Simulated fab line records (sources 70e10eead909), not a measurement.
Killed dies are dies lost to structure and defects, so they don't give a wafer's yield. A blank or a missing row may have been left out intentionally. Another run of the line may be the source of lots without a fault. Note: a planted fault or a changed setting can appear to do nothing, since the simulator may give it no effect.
Which tool is to blame?	flow nand_harc	63 wafers from 21 lots sampled at 6 of the route's 1302 steps

== WHAT EACH GAUGE READ, for each wafer ==
Not one reading of a measure or inspect step in the record can be checked against a usual standard deviation.

== WHICH TOOL RAN EACH LOT (tool, then ch and the chambers of the sampled wafers, then the start) ==
lot	NHARC_A_STAIRCASE_TRIM_14	NHARC_A_STAIRCASE_TRIM_22	NHARC_A_STAIRCASE_STRIP_175	NHARC_A_STAIRCASE_TRIM_193	NHARC_A_STAIRCASE_TRIM_196	NHARC_A_STAIRCASE_TRIM_220
L074	rie_diel-07 ch 0,2, day 16 01:34 or earlier	rie_diel-07 ch 0,3, day 16 01:34 or earlier	plasma_asher-02 ch 0,1, day 16 01:34	rie_diel-07 ch 1,2,3, day 16 04:08 or earlier	rie_diel-07 ch 0,1, day 16 04:08	rie_diel-06 ch 0,1,3, day 16 06:41
L075	rie_diel-06 ch 1,2,3, day 16 06:37 or earlier	rie_diel-06 ch 0,1, day 16 06:37 or earlier	plasma_asher-01 ch 0,1, day 16 06:37	rie_diel-06 ch 0,1,3, day 16 10:47 or earlier	rie_diel-07 ch 0,1,2, day 16 10:47	rie_diel-06 ch 0,2,3, day 16 13:35
L077	rie_diel-04 ch 0,1,2, day 17 04:11 or earlier	rie_diel-04 ch 0,1, day 17 04:11 or earlier	plasma_asher-01 ch 0,1, day 17 04:11	rie_diel-04 ch 0,1,2, day 17 06:47 or earlier	rie_diel-07 ch 0,1,2, day 17 06:47	rie_diel-04 ch 1,2, day 17 09:21
L078	rie_diel-07 ch 0,2,3, day 17 21:22 or earlier	rie_diel-07 ch 0,2,3, day 17 21:22 or earlier	plasma_asher-02 ch 0,1, day 17 21:22	rie_diel-07 ch 0,2,3, day 18 00:06 or earlier	rie_diel-07 ch 0,1, day 18 00:06	rie_diel-07 ch 0,1,3, day 18 02:59
L079	rie_diel-06 ch 1,2,3, day 18 01:05 or earlier	rie_diel-04 ch 0,1, day 18 01:05 or earlier	plasma_asher-01 ch 0,1, day 18 01:05	rie_diel-04 ch 0,1,2, day 18 03:52 or earlier	rie_diel-04 ch 0,1, day 18 03:52	rie_diel-07 ch 0,1, day 18 06:57
L080	rie_diel-06 ch 0,2,3, day 18 01:39 or earlier	rie_diel-07 ch 1,2,3, day 18 01:39 or earlier	plasma_asher-02 ch 0,1, day 18 01:39	rie_diel-06 ch 0,1,2, day 18 04:17 or earlier	rie_diel-06 ch 0,1,2, day 18 04:17	rie_diel-07 ch 0,1,3, day 18 07:17
L082	rie_diel-06 ch 0,3, day 19 06:22 or earlier	rie_diel-04 ch 1,2,3, day 19 06:22 or earlier	plasma_asher-01 ch 0,1, day 19 06:22	rie_diel-06 ch 0,2, day 19 09:00 or earlier	rie_diel-06 ch 1,3, day 19 09:00	rie_diel-04 ch 0,1, day 19 12:44
L085	rie_diel-07 ch 0,2,3, day 20 04:25 or earlier	rie_diel-04 ch 1,3, day 20 04:25 or earlier	plasma_asher-01 ch 1, day 20 04:25	rie_diel-06 ch 1,3, day 20 07:38 or earlier	rie_diel-07 ch 0,3, day 20 07:38	rie_diel-07 ch 0,2,3, day 20 10:12
L084	rie_diel-04 ch 0,2,3, day 20 04:28 or earlier	rie_diel-06 ch 0,1,2, day 20 04:28 or earlier	plasma_asher-02 ch 0,1, day 20 04:28	rie_diel-07 ch 1,3, day 20 07:38 or earlier	rie_diel-04 ch 0,1,3, day 20 07:38	rie_diel-04 ch 0,1,3, day 20 10:25
L083	rie_diel-04 ch 0,1,2, day 20 08:16 or earlier	rie_diel-06 ch 1,2,3, day 20 08:16 or earlier	plasma_asher-01 ch 0,1, day 20 08:16	rie_diel-04 ch 0,2,3, day 20 10:54 or earlier	rie_diel-06 ch 1,2,3, day 20 10:54	rie_diel-07 ch 0,1,3, day 20 13:40
L086	rie_diel-06 ch 0,1, day 20 09:58 or earlier	rie_diel-07 ch 0,2,3, day 20 09:58 or earlier	plasma_asher-02 ch 0,1, day 20 09:58	rie_diel-04 ch 0,1,2, day 20 12:43 or earlier	rie_diel-06 ch 0,2,3, day 20 12:43	rie_diel-04 ch 1,3, day 20 15:11
L087	rie_diel-04 ch 0,1,2, day 21 08:34 or earlier	rie_diel-07 ch 0,1,3, day 21 08:34 or earlier	plasma_asher-01 ch 0,1, day 21 08:34	rie_diel-04 ch 0,1,2, day 21 12:12 or earlier	rie_diel-07 ch 0,1,3, day 21 12:12	rie_diel-06 ch 1,2,3, day 21 14:44
L089	rie_diel-06 ch 1,2, day 21 20:02 or earlier	rie_diel-07 ch 0,1,3, day 21 20:02 or earlier	plasma_asher-02 ch 0,1, day 21 20:02	rie_diel-06 ch 1,3, day 21 22:37 or earlier	rie_diel-04 ch 0,1,2, day 21 22:37	rie_diel-04 ch 0,1, day 22 01:39
L088	rie_diel-06 ch 0,2,3, day 22 03:00 or earlier	rie_diel-07 ch 0,1, day 22 03:00 or earlier	plasma_asher-02 ch 0,1, day 22 03:00	rie_diel-06 ch 0,1,3, day 22 05:44 or earlier	rie_diel-07 ch 0,2,3, day 22 05:44	rie_diel-07 ch 0,2,3, day 22 08:15
L090	rie_diel-07 ch 1,2,3, day 22 14:12 or earlier	rie_diel-06 ch 1,2, day 22 14:12 or earlier	plasma_asher-01 ch 1, day 22 14:12	rie_diel-04 ch 1,2, day 22 17:14 or earlier	rie_diel-04 ch 1,2, day 22 17:14	rie_diel-07 ch 0,1,2, day 22 22:43
L091	rie_diel-06 ch 0,1, day 23 02:11 or earlier	rie_diel-06 ch 0,1,2, day 23 02:11 or earlier	plasma_asher-01 ch 0,1, day 23 02:11	rie_diel-06 ch 0,1,2, day 23 05:17 or earlier	rie_diel-06 ch 0,2, day 23 05:17	rie_diel-07 ch 1,3, day 23 08:34
L092	rie_diel-06 ch 0,1,2, day 23 02:35 or earlier	rie_diel-06 ch 0,1,2, day 23 02:35 or earlier	plasma_asher-02 ch 0,1, day 23 02:35	rie_diel-06 ch 0,2,3, day 23 06:17 or earlier	rie_diel-06 ch 0,2,3, day 23 06:17	rie_diel-07 ch 0,1,2, day 23 09:14
L093	rie_diel-04 ch 0,3, day 23 16:07 or earlier	rie_diel-07 ch 2,3, day 23 16:07 or earlier	plasma_asher-02 ch 0,1, day 23 16:07	rie_diel-06 ch 0,1,3, day 23 19:55 or earlier	rie_diel-06 ch 0,1,3, day 23 19:55	rie_diel-06 ch 0,1,2, day 23 22:38
L095	rie_diel-06 ch 1,2, day 24 07:47 or earlier	rie_diel-07 ch 2,3, day 24 07:47 or earlier	plasma_asher-02 ch 0,1, day 24 07:47	rie_diel-04 ch 0,1,2, day 24 10:31 or earlier	rie_diel-04 ch 0,2,3, day 24 10:31	rie_diel-06 ch 2,3, day 24 13:22
L096	rie_diel-07 ch 1,2, day 24 23:42 or earlier	rie_diel-07 ch 0,1,2, day 24 23:42 or earlier	plasma_asher-01 ch 0,1, day 24 23:42	rie_diel-06 ch 0,1,2, day 25 02:23 or earlier	rie_diel-06 ch 0,1,2, day 25 02:23	rie_diel-07 ch 1,2,3, day 25 05:02
L097	rie_diel-06 ch 0,2,3, day 25 09:39 or earlier	rie_diel-06 ch 2,3, day 25 09:39 or earlier	plasma_asher-02 ch 1, day 25 09:39	rie_diel-07 ch 0,2,3, day 25 12:16 or earlier	rie_diel-07 ch 1,2,3, day 25 12:16	rie_diel-07 ch 0,1,2, day 25 15:13
- NHARC_A_STAIRCASE_TRIM_14: chemistry O2, time 211.2 s.
- NHARC_A_STAIRCASE_TRIM_22: chemistry O2, time 211.2 s.
- NHARC_A_STAIRCASE_STRIP_175: strips in O2.
- NHARC_A_STAIRCASE_TRIM_193: chemistry O2, time 211.2 s.
- NHARC_A_STAIRCASE_TRIM_196: chemistry O2, time 211.2 s.
- NHARC_A_STAIRCASE_TRIM_220: chemistry O2, time 211.2 s.

== AS READ BY THE TOOLS THEMSELVES (means over the sampled wafers that have a number; for cases with no such wafer, the mark the record gives instead) ==
NHARC_A_STAIRCASE_TRIM_14. Usual: drypump_motor_current_A 5.8 A, standard deviation 0.62; oes_product_au 1.004 a.u., standard deviation 0.0072; rf_vpp_V 57.7 V, standard deviation 0.91; showerhead_plenum_p_Torr 3.48 Torr, standard deviation 0.17; throttle_valve_pct 17.036 %, standard deviation 0.0081.
lot	tool	drypump_motor_current_A (A)	oes_product_au (a.u.)	rf_vpp_V (V)	showerhead_plenum_p_Torr (Torr)	throttle_valve_pct (%)	flag
L074	rie_diel-07	6.3	0.997	57.4	3.31	17.035	
L075	rie_diel-06	6.3	1.003	57.4	3.63	17.027	
L077	rie_diel-04	5.4	0.996	57.4	3.36	17.036	
L078	rie_diel-07	6.2	0.994	57.3	3.32	17.027	
L079	rie_diel-06	6.3	1.013	58.1	3.62	17.034	
L080	rie_diel-06	5.9	1.000	58.5	3.47	17.041	
L082	rie_diel-06	5.4	1.013	56.9	3.38	17.044	
L085	rie_diel-07	6.2	0.999	56.9	3.31	17.041	
L084	rie_diel-04	5.6	1.002	57.6	3.37	17.035	
L083	rie_diel-04	5.4	1.004	56.9	3.35	17.026	
L086	rie_diel-06	5.2	1.005	58.0	3.49	17.037	
L087	rie_diel-04	5.4	1.008	57.3	3.34	17.035	
L089	rie_diel-06	6.1	1.003	58.1	3.72	17.044	
L088	rie_diel-06	5.9	1.009	57.1	3.46	17.036	
L090	rie_diel-07	5.8	1.000	58.3	3.58	17.031	
L091	rie_diel-06	5.6	1.007	58.6	3.63	17.039	
L092	rie_diel-06	5.7	1.008	57.6	3.57	17.037	
L093	rie_diel-04	5.4	1.011	57.4	3.38	17.037	
L095	rie_diel-06	6.2	1.004	57.7	3.66	17.038	
L096	rie_diel-07	5.9	1.001	58.1	3.72	17.038	
L097	rie_diel-06	5.9	1.004	57.4	3.45	17.032	

NHARC_A_STAIRCASE_TRIM_22. Usual: drypump_motor_current_A 5.8 A, standard deviation 0.58; oes_product_au 1.002 a.u., standard deviation 0.0067; rf_vpp_V 57.7 V, standard deviation 1; showerhead_plenum_p_Torr 3.48 Torr, standard deviation 0.18; throttle_valve_pct 17.037 %, standard deviation 0.0095.
lot	tool	drypump_motor_current_A (A)	oes_product_au (a.u.)	rf_vpp_V (V)	showerhead_plenum_p_Torr (Torr)	throttle_valve_pct (%)	flag
L074	rie_diel-07	6.1	1.001	56.6	3.36	17.035	
L075	rie_diel-06	5.6	1.010	58.5	3.65	17.030	
L077	rie_diel-04	5.2	1.004	57.9	3.34	17.037	
L078	rie_diel-07	6.2	0.998	58.2	3.32	17.041	
L079	rie_diel-04	5.2	1.004	57.3	3.33	17.034	
L080	rie_diel-07	5.8	0.993	58.6	3.43	17.034	
L082	rie_diel-04	5.5	1.001	57.5	3.40	17.023	
L085	rie_diel-04	5.0	0.999	58.0	3.42	17.035	
L084	rie_diel-06	5.7	1.000	57.4	3.58	17.046	
L083	rie_diel-06	6.3	1.002	58.1	3.61	17.033	
L086	rie_diel-07	6.2	0.994	56.9	3.31	17.038	
L087	rie_diel-07	5.9	1.000	57.7	3.42	17.052	
L089	rie_diel-07	5.9	1.001	57.2	3.42	17.032	
L088	rie_diel-07	6.1	1.005	57.4	3.39	17.036	
L090	rie_diel-06	6.1	1.006	57.9	3.72	17.029	
L091	rie_diel-06	5.7	1.012	58.0	3.57	17.040	
L092	rie_diel-06	5.7	1.010	58.1	3.57	17.026	
L093	rie_diel-07	6.1	0.999	58.1	3.64	17.042	
L095	rie_diel-07	6.0	0.995	57.2	3.49	17.028	
L096	rie_diel-07	6.0	1.001	58.0	3.55	17.038	
L097	rie_diel-06	6.6	1.009	57.5	3.48	17.040	

NHARC_A_STAIRCASE_STRIP_175. Usual: drypump_motor_current_A 5.4 A, standard deviation 0.38; heater_power_w 319 W, standard deviation 23.
lot	tool	drypump_motor_current_A (A)	heater_power_w (W)	flag
L074	plasma_asher-02	5.5	355	
L075	plasma_asher-01	5.5	301	
L077	plasma_asher-01	5.5	301	
L078	plasma_asher-02	5.6	347	
L079	plasma_asher-01	5.1	295	
L080	plasma_asher-02	5.5	346	
L082	plasma_asher-01	5.1	300	
L085	plasma_asher-01	5.8	307	
L084	plasma_asher-02	5.6	347	
L083	plasma_asher-01	5.1	297	
L086	plasma_asher-02	5.5	349	
L087	plasma_asher-01	5.5	304	
L089	plasma_asher-02	5.5	333	
L088	plasma_asher-02	5.5	336	
L090	plasma_asher-01	5.8	307	
L091	plasma_asher-01	5.5	296	
L092	plasma_asher-02	5.6	327	
L093	plasma_asher-02	5.6	329	
L095	plasma_asher-02	5.5	338	
L096	plasma_asher-01	5.5	297	
L097	plasma_asher-02	5.5	340	

NHARC_A_STAIRCASE_TRIM_193. Usual: drypump_motor_current_A 5.8 A, standard deviation 0.65; oes_product_au 1.003 a.u., standard deviation 0.0066; rf_vpp_V 57.6 V, standard deviation 0.9; showerhead_plenum_p_Torr 3.47 Torr, standard deviation 0.17; throttle_valve_pct 17.036 %, standard deviation 0.0085.
lot	tool	drypump_motor_current_A (A)	oes_product_au (a.u.)	rf_vpp_V (V)	showerhead_plenum_p_Torr (Torr)	throttle_valve_pct (%)	flag
L074	rie_diel-07	5.8	1.002	57.3	3.44	17.036	
L075	rie_diel-06	5.8	1.003	57.5	3.54	17.026	
L077	rie_diel-04	5.5	1.003	56.1	3.36	17.027	
L078	rie_diel-07	6.2	1.002	58.1	3.32	17.041	
L079	rie_diel-04	5.4	1.002	57.0	3.35	17.040	
L080	rie_diel-06	5.7	1.009	58.2	3.59	17.039	
L082	rie_diel-06	5.3	1.002	57.7	3.44	17.044	
L085	rie_diel-06	6.2	0.999	58.3	3.66	17.030	
L084	rie_diel-07	5.6	0.999	58.0	3.53	17.028	
L083	rie_diel-04	5.6	0.991	57.9	3.36	17.031	
L086	rie_diel-04	5.4	1.000	57.7	3.35	17.029	
L087	rie_diel-04	5.5	1.012	57.9	3.34	17.046	
L089	rie_diel-06	6.5	1.008	58.8	3.55	17.034	
L088	rie_diel-06	5.8	1.010	56.8	3.51	17.037	
L090	rie_diel-04	5.3	1.012	56.9	3.37	17.040	
L091	rie_diel-06	5.7	1.002	57.2	3.57	17.035	
L092	rie_diel-06	5.9	1.000	57.5	3.45	17.039	
L093	rie_diel-06	5.8	1.006	57.9	3.51	17.030	
L095	rie_diel-04	5.4	0.987	57.4	3.51	17.029	
L096	rie_diel-06	5.7	1.000	57.9	3.56	17.042	
L097	rie_diel-07	6.2	1.005	57.3	3.47	17.046	

NHARC_A_STAIRCASE_TRIM_196. Usual: drypump_motor_current_A 5.8 A, standard deviation 0.61; oes_product_au 1.003 a.u., standard deviation 0.008; rf_vpp_V 57.7 V, standard deviation 0.84; showerhead_plenum_p_Torr 3.47 Torr, standard deviation 0.17; throttle_valve_pct 17.035 %, standard deviation 0.01.
lot	tool	drypump_motor_current_A (A)	oes_product_au (a.u.)	rf_vpp_V (V)	showerhead_plenum_p_Torr (Torr)	throttle_valve_pct (%)	flag
L074	rie_diel-07	5.7	0.995	58.5	3.52	17.031	
L075	rie_diel-07	6.0	0.999	57.5	3.41	17.036	
L077	rie_diel-07	6.0	1.002	58.6	3.41	17.030	
L078	rie_diel-07	5.7	0.999	57.9	3.51	17.040	
L079	rie_diel-04	5.2	1.000	57.6	3.33	17.033	
L080	rie_diel-06	5.7	1.004	58.1	3.59	17.036	
L082	rie_diel-06	6.4	1.014	57.9	3.55	17.038	
L085	rie_diel-07	6.2	0.988	57.8	3.32	17.031	
L084	rie_diel-04	5.2	0.995	58.1	3.38	17.027	
L083	rie_diel-06	6.3	1.008	57.7	3.61	17.036	
L086	rie_diel-06	6.0	1.010	57.2	3.46	17.027	
L087	rie_diel-07	5.9	0.993	58.1	3.42	17.043	
L089	rie_diel-04	5.4	1.005	57.9	3.34	17.038	
L088	rie_diel-07	6.2	0.997	57.9	3.48	17.035	
L090	rie_diel-04	5.3	1.010	57.8	3.37	17.049	
L091	rie_diel-06	5.8	1.009	58.0	3.51	17.035	
L092	rie_diel-06	6.0	1.012	57.1	3.45	17.028	
L093	rie_diel-06	5.8	1.000	57.8	3.51	17.041	
L095	rie_diel-04	5.6	0.995	57.6	3.53	17.039	
L096	rie_diel-06	5.7	1.006	57.7	3.56	17.047	
L097	rie_diel-07	5.8	1.000	57.4	3.57	17.029	

NHARC_A_STAIRCASE_TRIM_220. Usual: drypump_motor_current_A 5.8 A, standard deviation 0.57; oes_product_au 1.001 a.u., standard deviation 0.0065; rf_vpp_V 57.6 V, standard deviation 0.95; showerhead_plenum_p_Torr 3.45 Torr, standard deviation 0.17; throttle_valve_pct 17.036 %, standard deviation 0.0081.
lot	tool	drypump_motor_current_A (A)	oes_product_au (a.u.)	rf_vpp_V (V)	showerhead_plenum_p_Torr (Torr)	throttle_valve_pct (%)	flag
L074	rie_diel-06	5.8	1.001	57.8	3.54	17.033	
L075	rie_diel-06	5.9	1.006	57.0	3.48	17.046	
L077	rie_diel-04	5.6	1.001	57.4	3.38	17.033	
L078	rie_diel-07	5.9	0.999	57.4	3.43	17.033	
L079	rie_diel-07	5.8	0.999	57.4	3.51	17.043	
L080	rie_diel-07	5.9	0.992	57.0	3.43	17.031	
L082	rie_diel-04	5.2	1.002	57.4	3.33	17.040	
L085	rie_diel-07	6.2	0.991	57.0	3.31	17.031	
L084	rie_diel-04	5.2	0.999	57.5	3.38	17.040	
L083	rie_diel-07	5.9	0.998	58.1	3.42	17.033	
L086	rie_diel-04	5.2	1.005	58.1	3.43	17.038	
L087	rie_diel-06	6.3	1.005	57.7	3.61	17.032	
L089	rie_diel-04	5.2	1.006	58.0	3.32	17.034	
L088	rie_diel-07	6.2	0.998	57.4	3.48	17.033	
L090	rie_diel-07	6.0	1.007	58.2	3.56	17.039	
L091	rie_diel-07	5.6	0.999	57.5	3.52	17.035	
L092	rie_diel-07	6.0	1.001	57.9	3.56	17.042	
L093	rie_diel-06	5.7	1.003	56.9	3.57	17.049	
L095	rie_diel-06	6.6	0.998	57.9	3.48	17.045	
L096	rie_diel-07	5.8	1.003	57.8	3.57	17.033	
L097	rie_diel-07	6.0	1.000	57.9	3.55	17.037	

== THE ANSWER, worked out from the rows above alone ==
Rule: a lot counts as off when the mean over its wafers that have a number is more than 3 standard deviations away from the usual mean. Also off: a lot with no number at a reading for which 4 or more lots have one. Where the step has rows for the other lots, those lots are counted as sound. First the gauges in route order, then the tools' own readings, where a lot's mean is used as printed above. The first step at which some lot is off is used, and at that step the reading that is off furthest; a lot without a number counts as furthest.
None of the lots is off at any reading shown; this tells nothing.

== WHAT WAS PUT IN BY THE SIMULATOR ==
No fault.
